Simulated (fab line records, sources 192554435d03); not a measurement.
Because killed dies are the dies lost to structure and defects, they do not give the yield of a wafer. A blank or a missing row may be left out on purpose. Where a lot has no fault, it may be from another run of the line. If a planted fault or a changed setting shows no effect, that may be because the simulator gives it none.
Split-lot experiment || flow n5 finfet || 21 wafers read across 7 lots, on a route 1938 steps long

THE SPLIT
At N5_BEOL_M8_ETCH_65 (etches SiARC in CF4, target depth 15.6 nm, time 26 s), the setting source w was moved away from the recipe's 545 W on 6 of the 21 wafers read, by -15.1% to +17.3%. This setting was run at the recipe's value on the other wafers.

Reading taken at the split's own step.

THE READING
rf vpp V, in V, at N5_BEOL_M8_ETCH_65 (etches SiARC in CF4, target depth 15.6 nm, time 26 s). Fault-free wafers of this fab line usually give 184.5 V, standard deviation 1.1 V.

{"wafer": "L076.1", "tool, chamber at the split": "rie diel-05, 3", "source w as run, W": 545, "against the recipe": "recipe", "rf vpp V, V": 187.0, "against lot-mates on the recipe": "-"}
{"wafer": "L076.5", "tool, chamber at the split": "rie diel-05, 2", "source w as run, W": 462.8, "against the recipe": "-15.1%", "rf vpp V, V": 195.1, "against lot-mates on the recipe": "+9.0"}
{"wafer": "L076.6", "tool, chamber at the split": "rie diel-05, 1", "source w as run, W": 545, "against the recipe": "recipe", "rf vpp V, V": 185.2, "against lot-mates on the recipe": "-"}
{"wafer": "L080.2", "tool, chamber at the split": "rie diel-02, 3", "source w as run, W": 545, "against the recipe": "recipe", "rf vpp V, V": 184.0, "against lot-mates on the recipe": "-"}
{"wafer": "L080.4", "tool, chamber at the split": "rie diel-02, 0", "source w as run, W": 545, "against the recipe": "recipe", "rf vpp V, V": 183.1, "against lot-mates on the recipe": "-"}
{"wafer": "L080.5", "tool, chamber at the split": "rie diel-02, 0", "source w as run, W": 463.2, "against the recipe": "-15.0%", "rf vpp V, V": 195.2, "against lot-mates on the recipe": "+11.6"}
{"wafer": "L081.2", "tool, chamber at the split": "rie diel-05, 3", "source w as run, W": 545, "against the recipe": "recipe", "rf vpp V, V": 184.1, "against lot-mates on the recipe": "-"}
{"wafer": "L081.3", "tool, chamber at the split": "rie diel-05, 0", "source w as run, W": 639.2, "against the recipe": "+17.3%", "rf vpp V, V": 172.4, "against lot-mates on the recipe": -11.7}
{"wafer": "L081.4", "tool, chamber at the split": "rie diel-05, 2", "source w as run, W": 639.2, "against the recipe": "+17.3%", "rf vpp V, V": 175.3, "against lot-mates on the recipe": -8.8}
{"wafer": "L084.3", "tool, chamber at the split": "rie diel-05, 0", "source w as run, W": 545, "against the recipe": "recipe", "rf vpp V, V": 180.7, "against lot-mates on the recipe": "-"}
{"wafer": "L084.5", "tool, chamber at the split": "rie diel-05, 0", "source w as run, W": 545, "against the recipe": "recipe", "rf vpp V, V": 184.2, "against lot-mates on the recipe": "-"}
{"wafer": "L084.6", "tool, chamber at the split": "rie diel-05, 1", "source w as run, W": 545, "against the recipe": "recipe", "rf vpp V, V": 185.6, "against lot-mates on the recipe": "-"}
{"wafer": "L091.1", "tool, chamber at the split": "rie diel-05, 2", "source w as run, W": 545, "against the recipe": "recipe", "rf vpp V, V": 185.0, "against lot-mates on the recipe": "-"}
{"wafer": "L091.4", "tool, chamber at the split": "rie diel-05, 3", "source w as run, W": 545, "against the recipe": "recipe", "rf vpp V, V": 183.5, "against lot-mates on the recipe": "-"}
{"wafer": "L091.5", "tool, chamber at the split": "rie diel-05, 2", "source w as run, W": 545, "against the recipe": "recipe", "rf vpp V, V": 183.5, "against lot-mates on the recipe": "-"}
{"wafer": "L093.3", "tool, chamber at the split": "rie diel-05, 1", "source w as run, W": 545, "against the recipe": "recipe", "rf vpp V, V": 184.9, "against lot-mates on the recipe": "-"}
{"wafer": "L093.5", "tool, chamber at the split": "rie diel-05, 3", "source w as run, W": 629.6, "against the recipe": "+15.5%", "rf vpp V, V": 176.2, "against lot-mates on the recipe": -7.8}
{"wafer": "L093.6", "tool, chamber at the split": "rie diel-05, 2", "source w as run, W": 545, "against the recipe": "recipe", "rf vpp V, V": 183.0, "against lot-mates on the recipe": "-"}
{"wafer": "L094.1", "tool, chamber at the split": "rie diel-05, 3", "source w as run, W": 545, "against the recipe": "recipe", "rf vpp V, V": 184.5, "against lot-mates on the recipe": "-"}
{"wafer": "L094.2", "tool, chamber at the split": "rie diel-05, 1", "source w as run, W": 545, "against the recipe": "recipe", "rf vpp V, V": 186.4, "against lot-mates on the recipe": "-"}
{"wafer": "L094.5", "tool, chamber at the split": "rie diel-05, 0", "source w as run, W": 473.3, "against the recipe": "-13.2%", "rf vpp V, V": 191.1, "against lot-mates on the recipe": "+5.7"}

FIT RESULTS
A straight line over all 21 wafers: rf vpp V changes by -0.618 V for each +1% of source w; r = -0.96; the points scatter about the line by 1.5 V.
The same after taking each lot's own level away (the mean of its wafers on the recipe; 21 wafers): -0.587 V for each +1%; r = -0.96; scatter 1.4 V.
The reading moves by 10 V for the largest change in source w, on that fit.
Measured against the standard deviation above, the lots' own levels, which go from 183.50 to 186.10 V, span 2.4 times it.
The two slopes agree, so the slope changes little with the lot-to-lot level.
Check: -9.52 V against its lot-mates is what the line predicts for one of the wafers moved furthest among these (+17.3%) when that wafer is left out of the fit. Against them it came out at -11.7 V.
Tool readings at the split's step, against how far the setting was moved: etch rf on time s r = -0.94; rf vpp V r = -0.96.

THE OTHER SPLITS THESE WAFERS WENT THROUGH
These wafers also went through other splits before the reading. Each is held against what the fit with the lots' levels taken away leaves over:
{"other split on the same wafers": "N5_BEOL_M7_COAT_05 spin rpm", "wafers away from the commonest value": 5, "r with rf vpp V (lot level and that fit taken away)": "+0.35"}
{"other split on the same wafers": "N5_BEOL_M8_DESCUM_33 time s", "wafers away from the commonest value": 5, "r with rf vpp V (lot level and that fit taken away)": -0.26}

THE WHOLE CHAIN: every reading that the file lists as answering this split, in the file's order
{"step": "N5_BEOL_M8_ETCH_65", "what it does": "etches SiARC in CF4, target depth 15.6 nm, time 26 s", "reading": "etch rf on time s", "change (the file's fit)": "withheld for each +1% of the setting", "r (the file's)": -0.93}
{"step": "N5_BEOL_M8_ETCH_65", "what it does": "etches SiARC in CF4, target depth 15.6 nm, time 26 s", "reading": "rf vpp V", "change (the file's fit)": "-0.584 V for each +1% of the setting", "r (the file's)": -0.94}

FILE'S OWN FIT
rf vpp V changes by -0.584 V for each +1% of source w, r = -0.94.
